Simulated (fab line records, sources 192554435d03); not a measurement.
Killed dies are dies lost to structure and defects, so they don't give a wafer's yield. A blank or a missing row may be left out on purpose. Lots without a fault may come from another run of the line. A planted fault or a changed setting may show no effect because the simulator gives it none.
One fault seen from 2 desks | flow n5_finfet | each desk has only its own numbers; what lay behind them comes last

THE METROLOGY DESK
What the gauges read, lot by lot, whatever tool the lot ran on: means of the sampled wafers that have a number. A lot is out of limits, marked OUT, if its mean lies more than 4 standard deviations from the usual mean; the brackets give that distance. Of its 10 readings 7 are shown: those that lie furthest out on some lot.
Columns: A = DIBL_N at N5_BEOL_M4_RC_MEAS_101, usual 37.4 mV/V; B = DIBL_P at N5_BEOL_M4_RC_MEAS_101, usual 37.8 mV/V; C = IOFF_P at N5_BEOL_M4_RC_MEAS_101, usual 0.24 nA/um; D = ION_N at N5_BEOL_M4_RC_MEAS_101, usual 682 uA/um; E = ION_P at N5_BEOL_M4_RC_MEAS_101, usual 467 uA/um; F = SS_N at N5_BEOL_M4_RC_MEAS_101, usual 71.9 mV/dec; G = VT_N at N5_BEOL_M4_RC_MEAS_101, usual 247 mV
lot  | first seen here | A    | B    | C    | D   | E   | F    | G
L824 | day 7 20:51     | 37.8 | 38.8 | 0.28 | 695 | 477 | 71.7 | 243
L826 | day 8 13:41     | 36.2 | 36.8 | 0.21 | 668 | 460 | 71.7 | 250
L825 | day 8 17:21     | 36.3 | 34.9 | 0.20 | 678 | 462 | 71.8 | 249
L828 | day 8 23:06     | 36.1 | 36.8 | 0.24 | 684 | 471 | 72.2 | 246
L833 | day 10 15:50    | 37.9 | 38.4 | 0.24 | 678 | 464 | 71.5 | 249
L835 | day 11 05:55    | 40.4 | 42.0 | 0.31 | 695 | 474 | 72.6 | 245
L840 | day 12 19:22    | 39.4 | 41.0 | 0.32 | 683 | 467 | 72.3 | 245
L842 | day 13 04:29    | 36.8 | 34.9 | 0.20 | 677 | 469 | 70.9 | 252
L845 | day 14 03:58    | 35.6 | 36.6 | 0.21 | 663 | 454 | 71.8 | 250
L846 | day 14 18:05    | 34.1 | 34.9 | 0.22 | 680 | 476 | 71.5 | 252
This desk's finding: nothing out of limits on any of the 10 lots.

THE TOOL OWNER'S DESK: ald_sin-01
The tool's own readings at N5_BEOL_M1_ALD_98 (deposits SiO2, target thk 2.5 nm, pulse time 1 s, co reactant pulse time 1 s): means of the sampled wafers that have a number, for each lot that ran on this tool. A lot is out of limits, marked OUT, if its mean lies more than 4 standard deviations from the usual mean; the brackets give that distance.
Columns: A = heater_power_w at N5_BEOL_M1_ALD_98, usual 77 W; B = precursor_pulse_height_rel at N5_BEOL_M1_ALD_98, usual 1.003
lot  | first seen here | A  | B
L824 | day 6 09:20     | 78 | 0.996
L826 | day 6 22:50     | 72 | 1.006
L828 | day 7 10:41     | 73 | 1.005
L833 | day 8 18:27     | 70 | 0.997
L835 | day 9 09:46     | 77 | 1.011
L846 | day 12 03:47    | 77 | 1.002
This desk's finding: nothing out of limits on any of the 6 lots.

PUT TOGETHER
The metrology desk saw nothing out of limits.
The tool owner's desk saw nothing out of limits.

WHAT THE SIMULATOR HAD PUT IN
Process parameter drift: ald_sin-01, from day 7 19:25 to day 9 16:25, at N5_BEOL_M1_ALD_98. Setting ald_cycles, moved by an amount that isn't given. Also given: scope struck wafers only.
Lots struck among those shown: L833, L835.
